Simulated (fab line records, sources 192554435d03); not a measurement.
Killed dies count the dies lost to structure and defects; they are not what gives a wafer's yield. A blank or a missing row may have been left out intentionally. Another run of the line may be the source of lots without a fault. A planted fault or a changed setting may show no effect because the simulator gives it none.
Chamber matching    flow n5-finfet    rie-diel-02 running N5_FIN_SAQP_STRIP_77: 4 sister chambers
The step strips in N2/H2, time 90 s. 18 wafers are shown with their chamber, then 9 later ones without.

WAFERS, EACH WITH ITS CHAMBER
wafer   chamber  drypump-motor-current-A (A)  showerhead-plenum-p-Torr (Torr)  throttle-valve-pct (%)
L074.1  3        6.8                          3.34                             12.52
L074.4  0        5.8                          3.24                             12.00
L074.6  0        5.8                          3.24                             11.97
L079.1  3        6.8                          3.33                             12.57
L079.5  3        6.8                          3.33                             12.57
L079.6  2        5.9                          3.33                             12.11
L082.2  2        5.9                          3.32                             12.13
L082.3  3        6.8                          3.33                             12.56
L082.4  0        5.8                          3.23                             12.03
L087.2  2        5.9                          3.32                             12.16
L087.5  2        5.9                          3.32                             12.17
L087.6  1        6.3                          3.42                             11.95
L088.1  0        5.8                          3.22                             12.08
L088.2  2        5.9                          3.32                             12.19
L088.3  1        6.3                          3.42                             11.94
L088.4  3        6.8                          3.32                             12.59
L088.5  2        5.9                          3.32                             12.17
L088.6  1        6.4                          3.42                             11.94

SIGNATURES (averages over the wafers above)
reading                   chamber 0  chamber 1  chamber 2  chamber 3  scatter within a chamber
drypump-motor-current-A   5.800      6.333      5.900      6.800      0.0218
showerhead-plenum-p-Torr  3.2325     3.4200     3.3217     3.3300     0.00632
throttle-valve-pct        12.0200    11.9433    12.1550    12.5620    0.0313
Rule: a wafer's distance from a chamber is the root of the sum, over the readings, of the square of ((its reading less the chamber's mean) divided by the reading's scatter). The wafer belongs to the nearest chamber; if the next one is less than 2 further off, it can't be placed. The scatter is the square root of a quotient: the sum, over the shown wafers, of each reading's squared deviation from its chamber's mean, divided by wafers minus chambers.

WAFERS WHOSE CHAMBER IS MISSING
wafer   drypump-motor-current-A (A)  showerhead-plenum-p-Torr (Torr)  throttle-valve-pct (%)
L091.1  5.9                          3.31                             12.19
L091.2  6.8                          3.32                             12.61
L091.3  5.8                          3.22                             12.09
L091.4  6.3                          3.41                             11.99
L091.5  5.8                          3.22                             12.07
L091.6  6.3                          3.41                             11.97
L093.3  5.8                          3.22                             12.07
L093.5  6.8                          3.32                             12.63
L093.6  5.8                          3.22                             12.10

CHAMBER TAKEN BY EACH
wafer   from the rows above  in truth
L091.1  2                    2
L091.2  3                    3
L091.3  0                    0
L091.4  1                    1
L091.5  0                    0
L091.6  1                    1
L093.3  0                    0
L093.5  3                    3
L093.6  0                    0
Correctly placed: 9 of 9. From these rows, 0 cannot be placed. Placed wrongly: 0.
